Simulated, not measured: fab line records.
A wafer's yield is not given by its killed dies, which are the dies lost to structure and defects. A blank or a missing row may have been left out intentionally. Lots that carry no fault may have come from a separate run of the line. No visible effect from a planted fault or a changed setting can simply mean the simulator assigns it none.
A struck lot beside a sound one | flow nand-harc | 15 steps out of a route of 1159
Sound: these wafers, L335.1, L335.4, L335.5. The struck wafers were L343.1, L343.3, L343.6. The cause is named last.
Per side, at each step with rows, come the tool, then ch with its chambers, and then its first start. Under that, the readings that differ: sound wafers | struck wafers | difference of the means | sigmas: that difference in standard deviations of wafers without a fault.
alike: words and numbers the same on both sides, and readings whose means are apart by under 2 such deviations; not compared: readings that were withheld, readings missing a value for some wafer, numbers with overlapping values and no deviation given by the record, and bounds like >300 which may hide the same value.
A row with sigmas, a row that says differs or no value, or rows on one side alone: a step with any of these is where the two part. Numbers that don't overlap but have no deviation are shown without sigmas and don't part them. A reading that every wafer of one side lacks parts them only if that side has two wafers or more.

first, 3 steps without rows for these wafers: NHARC_P_GATE_EXPOSE_08 (exposes mask P HV); NHARC_P_GATE_PEB_09 (peb time 85 s); NHARC_P_GATE_DEVELOP_10 (time 70 s).
NHARC_P_GATE_CD_MEAS_11: the cd target is 1640 nm.
  sound on cd-sem-03 ch 0, day 5 03:23; struck on cd-sem-03 ch 0, day 7 11:04
  alike: cd-nm
then, 1 step without rows for these wafers: NHARC_P_GATE_HARDBAKE_12 (time 80 s).
NHARC_P_GATE_DESCUM_13: chemistry O2, time 3 s.
  sound on rie-diel-10 ch 0,1,2, day 5 03:32; struck on rie-diel-10 ch 2,3, day 7 11:13
  alike: drypump-motor-current-A, oes-product-au, rf-vpp-V, showerhead-plenum-p-Torr, throttle-valve-pct
  not compared: rf-hours-counter-h
then, 6 steps without rows for these wafers: NHARC_P_GATE_ETCH_14 (etches SiO2 in dHF, target depth 48.8 nm); NHARC_P_GATE_STRIP_15 (strips in SPM, time 780 s); NHARC_P_GATE_PRECLEAN_71 (cleans in SC1); NHARC_P_GATE_SRD_72; NHARC_P_GATE_OXIDE_16 (material SiO2, target thk 3 nm, ox time 392 s); NHARC_P_GATE_CVD_17 (deposits poly-Si, target thk 150 nm, time 900 s).
NHARC_P_GATE_HM_DEP_102: deposits aC, target thk 120 nm.
  sound on acl-dep-01 ch 0, day 5 15:18; struck on acl-dep-01 ch 0, day 8 02:46
  alike: throttle-valve-pct
NHARC_P_GATE_DEP_103: deposits SiON, target thk 30 nm.
  sound on pecvd-01 ch 0,1,2, day 5 15:59; struck on pecvd-01 ch 0,1,2, day 8 03:28
  alike: heater-power-w
  not compared: since-wet-clean-h
-- the record jumps here: 17 days lie between the struck wafers' starts before and after (it left off in module P_GATE and takes up again in module END, whose first step shown is number 1159 of the route) --
NHARC_END_SORT_01:
  the record has rows for the struck wafers here (prober-01 ch 0, day 24 23:32) and none for the sound ones

== WHERE THEY PART ==
Only at NHARC_END_SORT_01, within this record.

WHY: the cause the simulator had injected
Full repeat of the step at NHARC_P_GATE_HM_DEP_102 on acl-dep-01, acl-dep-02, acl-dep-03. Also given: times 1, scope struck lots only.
